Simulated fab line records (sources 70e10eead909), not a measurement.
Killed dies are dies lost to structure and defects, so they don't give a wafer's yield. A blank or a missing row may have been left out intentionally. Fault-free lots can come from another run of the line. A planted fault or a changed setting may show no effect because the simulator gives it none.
fab line records / flow nand-harc
[record] lots = 11 wafers = 33 last-day = 25
route steps=1159 shown P_CONTACT@248 P_M0@268 END@1159
lots that met no fault: from a run of the same line without faults
start-h: the number of hours between the record's first day and the start of the first shown wafer of the lot / wait-h: how many hours have passed since the lot's step before this one / " identical to the entry in the row above / L1.1+2: several wafers, shown together as one row / - value missing, or start not given / * or withheld: withheld / < > ~ a bound
route shown NAME@n: names a module that has steps shown in the file, with the first one's number in the route / usual: average and standard deviation across the fault-free wafers / same: alike in all rows / chamber/n: place in a boat / sites: per-site readings / _std_site: standard deviation of those values / _edge_site: mean of outer sites minus mean of inner sites / radius-mm: how far each site lies from the wafer's centre / mask NAME#n: copy n / behind: tool/chamber where the wafer was last shaped / hold: why the lot was held/for how many hours/how that ended / device: which transistor (n, p or np) failed to switch / end of line: the tests these same wafers got at the end of their route / where a step has no rows: the recipe by itself / killed: dies lost to structure and defects at the first sort, not the wafer's yield / map: a wafer's dies, marking killed ones x, the rest . and places with no die _
set.NAME: the setting as run; set.NAME@STEP: as run at that earlier step / model.NAME: the simulator's own value behind a step, which no gauge read
a sample of lots followed through the steps of the route, with each step as a table and each wafer as a row
services: when a tool's chamber went out of use (start-h, in hours from the record's first day, below 0 if earlier), for how many hours, and the reason
[[steps]]
[step NHARC_P_CONTACT_CVD_23]
[recipe] target-thk-a = 2000 temp-c = 300 pressure-torr = 40 wf6-flow-sccm = 40 h2-flow-sccm = 1600 ar-flow-sccm = 1560 time-s = 557 material = W
[usual] chamber-pressure-Torr = 40.00/0.093 heater-power-w = 449/64 throttle-valve-pct = 7.89/0.23
[same] time-s = 557
lot.wafer=L904.3 tool=cvd-w-01 chamber=1 start-h=- wait-h=- chamber-pressure-Torr=39.91 heater-power-w=502 throttle-valve-pct=7.95
lot.wafer=L904.5 tool=cvd-w-01 chamber=0 start-h=- wait-h=- chamber-pressure-Torr=39.87 heater-power-w=379 throttle-valve-pct=7.98
lot.wafer=L904.6 tool=cvd-w-01 chamber=1 start-h=- wait-h=- chamber-pressure-Torr=39.98 heater-power-w=500 throttle-valve-pct=7.54
lot.wafer=L905.2 tool=cvd-w-02 chamber=0 start-h=- wait-h=- chamber-pressure-Torr=40.05 heater-power-w=376 throttle-valve-pct=7.84
lot.wafer=L905.3 tool=cvd-w-02 chamber=0 start-h=- wait-h=- chamber-pressure-Torr=40.01 heater-power-w=387 throttle-valve-pct=7.86
lot.wafer=L905.5 tool=cvd-w-02 chamber=0 start-h=- wait-h=- chamber-pressure-Torr=39.97 heater-power-w=385 throttle-valve-pct=7.77
lot.wafer=L906.2 tool=cvd-w-02 chamber=1 start-h=- wait-h=- chamber-pressure-Torr=39.93 heater-power-w=519 throttle-valve-pct=7.91
lot.wafer=L906.5 tool=cvd-w-02 chamber=1 start-h=- wait-h=- chamber-pressure-Torr=40.00 heater-power-w=538 throttle-valve-pct=7.75
lot.wafer=L906.6 tool=cvd-w-02 chamber=0 start-h=- wait-h=- chamber-pressure-Torr=39.79 heater-power-w=384 throttle-valve-pct=7.52
lot.wafer=L907.2 tool=cvd-w-02 chamber=0 start-h=- wait-h=- chamber-pressure-Torr=40.02 heater-power-w=384 throttle-valve-pct=7.89
lot.wafer=L907.3 tool=cvd-w-02 chamber=1 start-h=- wait-h=- chamber-pressure-Torr=40.00 heater-power-w=512 throttle-valve-pct=8.03
lot.wafer=L907.5 tool=cvd-w-02 chamber=1 start-h=- wait-h=- chamber-pressure-Torr=39.81 heater-power-w=524 throttle-valve-pct=8.00
lot.wafer=L909.1 tool=cvd-w-02 chamber=1 start-h=- wait-h=- chamber-pressure-Torr=39.96 heater-power-w=519 throttle-valve-pct=7.99
lot.wafer=L909.4 tool=cvd-w-02 chamber=0 start-h=- wait-h=- chamber-pressure-Torr=39.95 heater-power-w=371 throttle-valve-pct=7.73
lot.wafer=L909.6 tool=cvd-w-02 chamber=1 start-h=- wait-h=- chamber-pressure-Torr=40.03 heater-power-w=518 throttle-valve-pct=8.23
lot.wafer=L912.2 tool=cvd-w-01 chamber=1 start-h=- wait-h=- chamber-pressure-Torr=39.99 heater-power-w=514 throttle-valve-pct=8.14
lot.wafer=L912.3 tool=cvd-w-01 chamber=0 start-h=- wait-h=- chamber-pressure-Torr=40.02 heater-power-w=390 throttle-valve-pct=7.74
lot.wafer=L912.4 tool=cvd-w-01 chamber=1 start-h=- wait-h=- chamber-pressure-Torr=40.11 heater-power-w=500 throttle-valve-pct=7.81
lot.wafer=L919.2 tool=cvd-w-02 chamber=1 start-h=- wait-h=- chamber-pressure-Torr=39.89 heater-power-w=544 throttle-valve-pct=7.70
lot.wafer=L919.4 tool=cvd-w-02 chamber=1 start-h=- wait-h=- chamber-pressure-Torr=39.92 heater-power-w=534 throttle-valve-pct=7.59
lot.wafer=L919.5 tool=cvd-w-02 chamber=0 start-h=- wait-h=- chamber-pressure-Torr=40.11 heater-power-w=384 throttle-valve-pct=7.49
lot.wafer=L922.1 tool=cvd-w-01 chamber=0 start-h=- wait-h=- chamber-pressure-Torr=40.01 heater-power-w=383 throttle-valve-pct=7.93
lot.wafer=L922.4 tool=cvd-w-01 chamber=1 start-h=- wait-h=- chamber-pressure-Torr=39.88 heater-power-w=499 throttle-valve-pct=8.17
lot.wafer=L922.3 tool=cvd-w-01 chamber=0 start-h=- wait-h=- chamber-pressure-Torr=40.06 heater-power-w=391 throttle-valve-pct=8.04
lot.wafer=L923.1 tool=cvd-w-01 chamber=1 start-h=- wait-h=- chamber-pressure-Torr=39.95 heater-power-w=483 throttle-valve-pct=7.90
lot.wafer=L923.4 tool=cvd-w-01 chamber=0 start-h=- wait-h=- chamber-pressure-Torr=40.03 heater-power-w=392 throttle-valve-pct=8.17
lot.wafer=L923.5 tool=cvd-w-01 chamber=1 start-h=- wait-h=- chamber-pressure-Torr=40.22 heater-power-w=507 throttle-valve-pct=7.84
lot.wafer=L927.2 tool=cvd-w-01 chamber=1 start-h=- wait-h=- chamber-pressure-Torr=40.11 heater-power-w=502 throttle-valve-pct=7.68
lot.wafer=L927.1 tool=cvd-w-01 chamber=0 start-h=- wait-h=- chamber-pressure-Torr=39.85 heater-power-w=388 throttle-valve-pct=7.99
lot.wafer=L927.5 tool=cvd-w-01 chamber=1 start-h=- wait-h=- chamber-pressure-Torr=40.04 heater-power-w=502 throttle-valve-pct=7.94
lot.wafer=L926.1 tool=cvd-w-02 chamber=1 start-h=- wait-h=- chamber-pressure-Torr=40.07 heater-power-w=524 throttle-valve-pct=7.78
lot.wafer=L926.5 tool=cvd-w-02 chamber=1 start-h=- wait-h=- chamber-pressure-Torr=40.05 heater-power-w=527 throttle-valve-pct=7.91
lot.wafer=L926.6 tool=cvd-w-02 chamber=0 start-h=- wait-h=- chamber-pressure-Torr=39.85 heater-power-w=383 throttle-valve-pct=7.38
[step NHARC_P_CONTACT_CMP_24]
[recipe] t-overpolish-s = 30 target-thk-nm = 200
[usual] motor-current-A = 12.2/1.1 overpolish-run-s = 30.001/0.01 time-to-endpoint-s = 40.2/2.6
lot.wafer=L904.3 tool=cmp-02 chamber=2 start-h=106.41 wait-h=0.3 motor-current-A=11.7 overpolish-run-s=30.012 time-to-endpoint-s=42.5
lot.wafer=L904.6 tool=cmp-02 chamber=0 start-h=106.41 wait-h=0.3 motor-current-A=11.4 overpolish-run-s=29.988 time-to-endpoint-s=41.8
lot.wafer=L904.5 tool=cmp-02 chamber=1 start-h=106.41 wait-h=0.3 motor-current-A=13.7 overpolish-run-s=29.996 time-to-endpoint-s=40.2
lot.wafer=L905.2 tool=cmp-04 chamber=0 start-h=124.89 wait-h=0.5 motor-current-A=11.5 overpolish-run-s=29.989 time-to-endpoint-s=39.4
lot.wafer=L905.3 tool=cmp-04 chamber=3 start-h=124.89 wait-h=0.5 motor-current-A=14.5 overpolish-run-s=29.986 time-to-endpoint-s=40.6
lot.wafer=L905.5 tool=cmp-04 chamber=1 start-h=124.89 wait-h=0.5 motor-current-A=11.9 overpolish-run-s=29.992 time-to-endpoint-s=42.8
lot.wafer=L906.2 tool=cmp-02 chamber=1 start-h=125.44 wait-h=0.6 motor-current-A=12.6 overpolish-run-s=29.992 time-to-endpoint-s=37.5
lot.wafer=L906.5 tool=cmp-02 chamber=1 start-h=125.44 wait-h=0.6 motor-current-A=13.2 overpolish-run-s=29.999 time-to-endpoint-s=39.4
lot.wafer=L906.6 tool=cmp-02 chamber=2 start-h=125.44 wait-h=0.6 motor-current-A=11.8 overpolish-run-s=30.021 time-to-endpoint-s=42.8
lot.wafer=L907.3 tool=cmp-02 chamber=3 start-h=126.46 wait-h=0.4 motor-current-A=13.6 overpolish-run-s=29.988 time-to-endpoint-s=40.0
lot.wafer=L907.2 tool=cmp-02 chamber=0 start-h=126.46 wait-h=0.4 motor-current-A=11.9 overpolish-run-s=29.999 time-to-endpoint-s=40.7
lot.wafer=L907.5 tool=cmp-02 chamber=1 start-h=126.46 wait-h=0.4 motor-current-A=12.8 overpolish-run-s=29.991 time-to-endpoint-s=39.6
lot.wafer=L909.4 tool=cmp-04 chamber=2 start-h=149.08 wait-h=0.4 motor-current-A=12.2 overpolish-run-s=30.018 time-to-endpoint-s=38.8
lot.wafer=L909.1 tool=cmp-04 chamber=0 start-h=149.08 wait-h=0.4 motor-current-A=11.1 overpolish-run-s=29.987 time-to-endpoint-s=41.3
lot.wafer=L909.6 tool=cmp-04 chamber=2 start-h=149.08 wait-h=0.4 motor-current-A=12.0 overpolish-run-s=30.010 time-to-endpoint-s=38.6
lot.wafer=L912.3 tool=cmp-02 chamber=1 start-h=170.14 wait-h=0.4 motor-current-A=12.7 overpolish-run-s=30.007 time-to-endpoint-s=34.4
lot.wafer=L912.4 tool=cmp-02 chamber=2 start-h=170.14 wait-h=0.4 motor-current-A=11.6 overpolish-run-s=30.017 time-to-endpoint-s=37.3
lot.wafer=L912.2 tool=cmp-02 chamber=3 start-h=170.14 wait-h=0.4 motor-current-A=12.6 overpolish-run-s=29.994 time-to-endpoint-s=36.7
lot.wafer=L919.2 tool=cmp-02 chamber=3 start-h=213.79 wait-h=0.5 motor-current-A=14.0 overpolish-run-s=29.986 time-to-endpoint-s=38.6
lot.wafer=L919.4 tool=cmp-02 chamber=0 start-h=213.79 wait-h=0.5 motor-current-A=11.4 overpolish-run-s=29.995 time-to-endpoint-s=38.0
lot.wafer=L919.5 tool=cmp-02 chamber=2 start-h=213.79 wait-h=0.5 motor-current-A=10.9 overpolish-run-s=30.019 time-to-endpoint-s=40.4
lot.wafer=L922.1 tool=cmp-01 chamber=2 start-h=221.70 wait-h=0.5 motor-current-A=12.4 overpolish-run-s=30.002 time-to-endpoint-s=39.9
lot.wafer=L922.3 tool=cmp-01 chamber=3 start-h=221.70 wait-h=0.5 motor-current-A=11.1 overpolish-run-s=29.996 time-to-endpoint-s=41.2
lot.wafer=L922.4 tool=cmp-01 chamber=0 start-h=221.70 wait-h=0.5 motor-current-A=13.2 overpolish-run-s=30.008 time-to-endpoint-s=43.7
lot.wafer=L923.4 tool=cmp-02 chamber=1 start-h=222.29 wait-h=0.3 motor-current-A=13.1 overpolish-run-s=30.014 time-to-endpoint-s=39.1
lot.wafer=L923.1 tool=cmp-02 chamber=2 start-h=222.29 wait-h=0.3 motor-current-A=11.4 overpolish-run-s=30.005 time-to-endpoint-s=38.9
lot.wafer=L923.5 tool=cmp-02 chamber=0 start-h=222.29 wait-h=0.3 motor-current-A=11.9 overpolish-run-s=29.991 time-to-endpoint-s=41.2
lot.wafer=L926.1 tool=cmp-04 chamber=2 start-h=244.12 wait-h=0.6 motor-current-A=12.1 overpolish-run-s=29.972 time-to-endpoint-s=38.7
lot.wafer=L926.5 tool=cmp-04 chamber=2 start-h=244.12 wait-h=0.6 motor-current-A=11.6 overpolish-run-s=29.999 time-to-endpoint-s=40.1
lot.wafer=L926.6 tool=cmp-04 chamber=3 start-h=244.12 wait-h=0.6 motor-current-A=13.7 overpolish-run-s=29.999 time-to-endpoint-s=37.5
lot.wafer=L927.2 tool=cmp-01 chamber=0 start-h=244.16 wait-h=0.6 motor-current-A=13.9 overpolish-run-s=29.990 time-to-endpoint-s=43.3
lot.wafer=L927.1 tool=cmp-01 chamber=1 start-h=244.16 wait-h=0.6 motor-current-A=9.7 overpolish-run-s=30.006 time-to-endpoint-s=47.4
lot.wafer=L927.5 tool=cmp-01 chamber=3 start-h=244.16 wait-h=0.6 motor-current-A=10.9 overpolish-run-s=30.001 time-to-endpoint-s=43.1
[step NHARC_P_CONTACT_INSPECT_27]
[usual] raw-defect-count = 287/110
lot.wafer=L904.3 tool=defect-inspect-02 chamber=- start-h=106.76 wait-h=0.1 raw-defect-count=235
lot.wafer=L904.5 tool=defect-inspect-02 chamber=- start-h=106.76 wait-h=0.1 raw-defect-count=388
lot.wafer=L904.6 tool=defect-inspect-02 chamber=- start-h=106.76 wait-h=0.1 raw-defect-count=279
lot.wafer=L905.2 tool=defect-inspect-02 chamber=- start-h=125.29 wait-h=0.1 raw-defect-count=254
lot.wafer=L905.3 tool=defect-inspect-02 chamber=- start-h=125.29 wait-h=0.1 raw-defect-count=232
lot.wafer=L905.5 tool=defect-inspect-02 chamber=- start-h=125.29 wait-h=0.1 raw-defect-count=231
lot.wafer=L906.2 tool=defect-inspect-01 chamber=- start-h=125.84 wait-h=0.1 raw-defect-count=295
lot.wafer=L906.5 tool=defect-inspect-01 chamber=- start-h=125.84 wait-h=0.1 raw-defect-count=183
lot.wafer=L906.6 tool=defect-inspect-01 chamber=- start-h=125.84 wait-h=0.1 raw-defect-count=188
lot.wafer=L907.2 tool=defect-inspect-02 chamber=- start-h=126.82 wait-h=0.1 raw-defect-count=168
lot.wafer=L907.3 tool=defect-inspect-02 chamber=- start-h=126.82 wait-h=0.1 raw-defect-count=216
lot.wafer=L907.5 tool=defect-inspect-02 chamber=- start-h=126.82 wait-h=0.1 raw-defect-count=195
lot.wafer=L909.1 tool=defect-inspect-01 chamber=- start-h=149.50 wait-h=0.1 raw-defect-count=246
lot.wafer=L909.4 tool=defect-inspect-01 chamber=- start-h=149.50 wait-h=0.1 raw-defect-count=190
lot.wafer=L909.6 tool=defect-inspect-01 chamber=- start-h=149.50 wait-h=0.1 raw-defect-count=248
lot.wafer=L912.2 tool=defect-inspect-01 chamber=- start-h=170.53 wait-h=0.1 raw-defect-count=208
lot.wafer=L912.3 tool=defect-inspect-01 chamber=- start-h=170.53 wait-h=0.1 raw-defect-count=182
lot.wafer=L912.4 tool=defect-inspect-01 chamber=- start-h=170.53 wait-h=0.1 raw-defect-count=127
lot.wafer=L919.2 tool=defect-inspect-02 chamber=- start-h=214.14 wait-h=0.1 raw-defect-count=324
lot.wafer=L919.4 tool=defect-inspect-02 chamber=- start-h=214.14 wait-h=0.1 raw-defect-count=243
lot.wafer=L919.5 tool=defect-inspect-02 chamber=- start-h=214.14 wait-h=0.1 raw-defect-count=177
lot.wafer=L922.1 tool=defect-inspect-01 chamber=- start-h=222.10 wait-h=0.1 raw-defect-count=147
lot.wafer=L922.3 tool=defect-inspect-01 chamber=- start-h=222.10 wait-h=0.1 raw-defect-count=134
lot.wafer=L922.4 tool=defect-inspect-01 chamber=- start-h=222.10 wait-h=0.1 raw-defect-count=222
lot.wafer=L923.1 tool=defect-inspect-01 chamber=- start-h=222.64 wait-h=0.1 raw-defect-count=301
lot.wafer=L923.4 tool=defect-inspect-01 chamber=- start-h=222.64 wait-h=0.1 raw-defect-count=339
lot.wafer=L923.5 tool=defect-inspect-01 chamber=- start-h=222.64 wait-h=0.1 raw-defect-count=310
lot.wafer=L927.1 tool=defect-inspect-01 chamber=- start-h=244.52 wait-h=0.1 raw-defect-count=393
lot.wafer=L927.2 tool=defect-inspect-01 chamber=- start-h=244.52 wait-h=0.1 raw-defect-count=243
lot.wafer=L927.5 tool=defect-inspect-01 chamber=- start-h=244.52 wait-h=0.1 raw-defect-count=310
lot.wafer=L926.1 tool=defect-inspect-02 chamber=- start-h=244.55 wait-h=0.1 raw-defect-count=190
lot.wafer=L926.5 tool=defect-inspect-02 chamber=- start-h=244.55 wait-h=0.1 raw-defect-count=209
lot.wafer=L926.6 tool=defect-inspect-02 chamber=- start-h=244.55 wait-h=0.1 raw-defect-count=242
[step NHARC_P_M0_ETCH_15]
[recipe] target-depth-a = 1500 overetch-a = 150 time-s = 82.5 c4f8-flow-sccm = withheld ar-flow-sccm = 400 rf-w = 600 bias-w = 300 chemistry = C4F8/Ar
[usual] oes-product-au = 0.959/0.021 rf-vpp-V = 442.1/2.9 run-length-s = 103.8/0.6
lot.wafer=L904.3 tool=rie-diel-08 chamber=3 start-h=108.06 wait-h=- oes-product-au=0.917 rf-hours-counter-h=11 rf-vpp-V=446.4 run-length-s=103.2
lot.wafer=L904.6 tool=rie-diel-08 chamber=3 start-h=108.06 wait-h=- oes-product-au=0.923 rf-hours-counter-h=- rf-vpp-V=446.2 run-length-s=102.7
lot.wafer=L904.5 tool=rie-diel-08 chamber=0 start-h=108.06 wait-h=- oes-product-au=0.922 rf-hours-counter-h=- rf-vpp-V=437.3 run-length-s=103.7
lot.wafer=L905.3 tool=rie-diel-02 chamber=1 start-h=126.44 wait-h=- oes-product-au=0.976 rf-hours-counter-h=11 rf-vpp-V=442.2 run-length-s=103.1
lot.wafer=L905.2 tool=rie-diel-02 chamber=2 start-h=126.44 wait-h=- oes-product-au=0.976 rf-hours-counter-h=10 rf-vpp-V=442.3 run-length-s=103.5
lot.wafer=L905.5 tool=rie-diel-02 chamber=0 start-h=126.44 wait-h=- oes-product-au=0.961 rf-hours-counter-h=- rf-vpp-V=445.3 run-length-s=103.4
lot.wafer=L906.2 tool=rie-diel-02 chamber=1 start-h=127.10 wait-h=- oes-product-au=0.969 rf-hours-counter-h=12 rf-vpp-V=441.7 run-length-s=103.6
lot.wafer=L906.6 tool=rie-diel-02 chamber=0 start-h=127.10 wait-h=- oes-product-au=0.961 rf-hours-counter-h=- rf-vpp-V=445.8 run-length-s=104.1
lot.wafer=L906.5 tool=rie-diel-02 chamber=1 start-h=127.10 wait-h=- oes-product-au=0.973 rf-hours-counter-h=- rf-vpp-V=441.4 run-length-s=103.2
lot.wafer=L907.2 tool=rie-diel-02 chamber=0 start-h=128.12 wait-h=- oes-product-au=0.958 rf-hours-counter-h=12 rf-vpp-V=446.2 run-length-s=103.5
lot.wafer=L907.3 tool=rie-diel-02 chamber=2 start-h=128.12 wait-h=- oes-product-au=0.983 rf-hours-counter-h=11 rf-vpp-V=443.2 run-length-s=103.6
lot.wafer=L907.5 tool=rie-diel-02 chamber=3 start-h=128.12 wait-h=- oes-product-au=0.961 rf-hours-counter-h=- rf-vpp-V=441.2 run-length-s=104.7
lot.wafer=L909.1 tool=rie-diel-11 chamber=3 start-h=150.67 wait-h=- oes-product-au=0.932 rf-hours-counter-h=6 rf-vpp-V=442.8 run-length-s=104.3
lot.wafer=L909.4 tool=rie-diel-11 chamber=0 start-h=150.67 wait-h=- oes-product-au=0.920 rf-hours-counter-h=6 rf-vpp-V=437.5 run-length-s=103.0
lot.wafer=L909.6 tool=rie-diel-11 chamber=2 start-h=150.67 wait-h=- oes-product-au=0.923 rf-hours-counter-h=- rf-vpp-V=440.0 run-length-s=103.4
lot.wafer=L912.2 tool=rie-diel-02 chamber=0 start-h=171.79 wait-h=- oes-product-au=0.988 rf-hours-counter-h=1 rf-vpp-V=445.4 run-length-s=103.4
lot.wafer=L912.4 tool=rie-diel-02 chamber=1 start-h=171.79 wait-h=- oes-product-au=0.980 rf-hours-counter-h=1 rf-vpp-V=441.6 run-length-s=59.1
lot.wafer=L912.3 tool=rie-diel-02 chamber=2 start-h=171.79 wait-h=- oes-product-au=0.973 rf-hours-counter-h=1 rf-vpp-V=443.5 run-length-s=103.7
lot.wafer=L919.2 tool=rie-diel-11 chamber=1 start-h=215.29 wait-h=- oes-product-au=0.972 rf-hours-counter-h=0 rf-vpp-V=445.0 run-length-s=104.2
lot.wafer=L919.4 tool=rie-diel-11 chamber=2 start-h=215.29 wait-h=- oes-product-au=0.964 rf-hours-counter-h=1 rf-vpp-V=439.6 run-length-s=103.3
lot.wafer=L919.5 tool=rie-diel-11 chamber=2 start-h=215.29 wait-h=- oes-product-au=0.956 rf-hours-counter-h=- rf-vpp-V=437.8 run-length-s=103.8
lot.wafer=L922.1 tool=rie-diel-11 chamber=0 start-h=223.38 wait-h=- oes-product-au=0.922 rf-hours-counter-h=1 rf-vpp-V=437.9 run-length-s=103.0
lot.wafer=L922.3 tool=rie-diel-11 chamber=1 start-h=223.38 wait-h=- oes-product-au=0.909 rf-hours-counter-h=1 rf-vpp-V=444.9 run-length-s=104.1
lot.wafer=L922.4 tool=rie-diel-11 chamber=2 start-h=223.38 wait-h=- oes-product-au=0.920 rf-hours-counter-h=1 rf-vpp-V=439.1 run-length-s=103.4
lot.wafer=L923.1 tool=rie-diel-08 chamber=0 start-h=223.78 wait-h=- oes-product-au=0.970 rf-hours-counter-h=6 rf-vpp-V=435.7 run-length-s=104.0
lot.wafer=L923.4 tool=rie-diel-08 chamber=1 start-h=223.78 wait-h=- oes-product-au=0.954 rf-hours-counter-h=6 rf-vpp-V=443.9 run-length-s=104.3
lot.wafer=L923.5 tool=rie-diel-08 chamber=3 start-h=223.78 wait-h=- oes-product-au=0.965 rf-hours-counter-h=- rf-vpp-V=445.4 run-length-s=103.2
lot.wafer=L927.1 tool=rie-diel-08 chamber=0 start-h=245.90 wait-h=- oes-product-au=0.922 rf-hours-counter-h=8 rf-vpp-V=437.5 run-length-s=103.9
lot.wafer=L927.2 tool=rie-diel-08 chamber=2 start-h=245.90 wait-h=- oes-product-au=0.927 rf-hours-counter-h=8 rf-vpp-V=437.9 run-length-s=104.4
lot.wafer=L927.5 tool=rie-diel-08 chamber=0 start-h=245.90 wait-h=- oes-product-au=0.928 rf-hours-counter-h=- rf-vpp-V=437.0 run-length-s=103.8
lot.wafer=L926.1 tool=rie-diel-11 chamber=2 start-h=246.06 wait-h=- oes-product-au=0.989 rf-hours-counter-h=3 rf-vpp-V=439.2 run-length-s=103.4
lot.wafer=L926.5 tool=rie-diel-11 chamber=0 start-h=246.06 wait-h=- oes-product-au=0.948 rf-hours-counter-h=- rf-vpp-V=438.1 run-length-s=103.4
lot.wafer=L926.6 tool=rie-diel-11 chamber=1 start-h=246.06 wait-h=- oes-product-au=0.968 rf-hours-counter-h=- rf-vpp-V=444.0 run-length-s=104.2
[step NHARC_END_SORT_01]
[recipe] temp-c = 25
[usual] defect-limited-yield = 95.2/1.4 killed-at-array = 28/8.9 killed-at-other = 0.8/1.2 killed-at-periphery = 3.3/2.3 killed-dies = 32/9.4 killed-open = 3.2/1.8 killed-short = 1.9/1.4 sort_bin_2_pct = 1.4/0.56 sort_bin_3_pct = 0.26/0.21 sort_bin_4_pct = 3.1/1 sort-n-pass = 645/9.4 sort-rim-yield-pct = 95.7/2.4 sort-yield-pct = 95.2/1.4
[same] gross-dies = 677 sort_bin_5_pct[%] = 0 sort_bin_6_pct[%] = 0 sort_bin_7_pct[%] = 0 sort_bin_8_pct[%] = 0 sort-rim-n-gross = 106.00
lot.wafer=L912.2 tool=prober-02 chamber=0 start-h=511.23 wait-h=2.8 defect-limited-yield[%]=94.8 killed-at-array=28 killed-at-other=0 killed-at-periphery=7 killed-dies=35 killed-open=5 killed-short=3 sort_bin_2_pct[%]=2.1 sort_bin_3_pct[%]=0.89 sort_bin_4_pct[%]=2.2 sort-n-pass=642 sort-rim-yield-pct[%]=96.2 sort-yield-pct[%]=94.8
lot.wafer=L912.3 tool=prober-02 chamber=0 start-h=512.03 wait-h=3.1 defect-limited-yield[%]=94.5 killed-at-array=33 killed-at-other=0 killed-at-periphery=4 killed-dies=37 killed-open=6 killed-short=1 sort_bin_2_pct[%]=2.4 sort_bin_3_pct[%]=0.74 sort_bin_4_pct[%]=2.4 sort-n-pass=640 sort-rim-yield-pct[%]=92.5 sort-yield-pct[%]=94.5
lot.wafer=L912.4 tool=prober-02 chamber=0 start-h=512.83 wait-h=3.4 defect-limited-yield[%]=0 killed-at-array=37 killed-at-other=0 killed-at-periphery=640 killed-dies=677 killed-open=3 killed-short=4 sort_bin_2_pct[%]=95.7 sort_bin_3_pct[%]=0 sort_bin_4_pct[%]=4.3 sort-n-pass=0 sort-rim-yield-pct[%]=0 sort-yield-pct[%]=0
// killed by level:class
L912.2 A_SLIT:chamber-film-flake=13 A_CHANNEL_HOLE_D1:chamber-film-flake=7 A_CONTACT:chamber-film-flake=4 P_M0:geometric-particle:open=2 P_GATE:geometric-particle:open=1 P_GATE:geometric-particle:short=1 P_M0:geometric-particle:short=1 A_SGD_CUT:geometric-particle:open=1
L912.3 A_SLIT:chamber-film-flake=11 A_CHANNEL_HOLE_D1:chamber-film-flake=10 A_CONTACT:chamber-film-flake=3 P_ZERO_WELL:chamber-film-flake=2 A_ZERO_WELL:chamber-film-flake=2 P_M0:geometric-particle:open=1 A_ONON_D1:geometric-particle:open=1 A_WL_FILL:geometric-particle:open=1
L912.4 P_M0:area-etch=636 A_SLIT:chamber-film-flake=13 A_CHANNEL_HOLE_D1:chamber-film-flake=9 A_STAIRCASE:chamber-film-flake=5 A_ZERO_WELL:chamber-film-flake=3 A_CHANNEL_FILL_D1:geometric-particle:short=2 P_GATE:chamber-film-flake=2 A_ONON_D1:geometric-particle:open=1
[[services]]
tool=rie-diel-11 chamber=2 start-h=91.44 hours=12.8 kind=repair
tool=cmp-02 chamber=- start-h=95.00 hours=1.8 kind=repair
tool=cmp-01 chamber=- start-h=104.09 hours=4.0 kind=pm
tool=cmp-04 chamber=- start-h=105.10 hours=4.0 kind=pm
tool=cmp-01 chamber=- start-h=111.92 hours=27.3 kind=repair
tool=cvd-w-01 chamber=- start-h=114.78 hours=13.0 kind=pm
tool=rie-diel-08 chamber=- start-h=124.84 hours=9.0 kind=pm
tool=cmp-02 chamber=- start-h=128.50 hours=4.0 kind=pm
tool=cmp-02 chamber=- start-h=132.50 hours=- kind=consumable-replace:conditioner
tool=cmp-02 chamber=- start-h=132.50 hours=- kind=consumable-replace:pad
tool=cmp-04 chamber=- start-h=145.92 hours=1.5 kind=repair
tool=rie-diel-02 chamber=- start-h=150.70 hours=9.0 kind=pm
tool=rie-diel-11 chamber=1 start-h=177.06 hours=3.2 kind=repair
tool=rie-diel-08 chamber=0 start-h=189.05 hours=6.7 kind=repair
tool=rie-diel-11 chamber=- start-h=189.50 hours=9.0 kind=pm
tool=rie-diel-08 chamber=1 start-h=197.49 hours=1.6 kind=repair
tool=cvd-w-02 chamber=- start-h=197.92 hours=13.0 kind=pm
tool=rie-diel-11 chamber=1 start-h=199.61 hours=6.7 kind=repair
tool=cmp-01 chamber=- start-h=202.09 hours=4.0 kind=pm
tool=rie-diel-02 chamber=1 start-h=202.69 hours=7.0 kind=repair
tool=cmp-04 chamber=- start-h=203.10 hours=4.0 kind=pm
tool=cmp-01 chamber=- start-h=213.67 hours=1.9 kind=repair
tool=cmp-04 chamber=- start-h=223.38 hours=0.7 kind=repair
tool=cmp-02 chamber=- start-h=226.50 hours=4.0 kind=pm
[[key]]
[first-sign] step = NHARC_P_M0_ETCH_15 reading = run-length-s direction = down sigmas = 74 usual = * struck = *
[effect] step = NHARC_END_SORT_01 reading = killed-at-periphery direction = up sigmas = 99+ usual = 3.3 struck = 640
[more-kills-born-at] NHARC_P_M0_ETCH_15@rie-diel-02 = 636
met-at NHARC_P_M0_ETCH_15
struck-lots L912
struck-wafers L912.4
later-rows-left-out L912.4
not-acting-at NHARC_P_CONTACT_CVD_23,NHARC_P_CONTACT_CMP_24,NHARC_P_CONTACT_INSPECT_27
onset-between 128.12 171.79
[fault] kind = process-parameter-drift tool = rie-diel-02 chamber = - onset-h = 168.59 steps = NHARC_P_M0_ETCH_15 channel = time-s offset = * shape = step end-h = 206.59 scope = struck-wafers-only acts-in = * stated = *
// later-rows-left-out: the simulator's readings of these wafers behind a module that went badly wrong aren't trusted and aren't shown, but for the sort
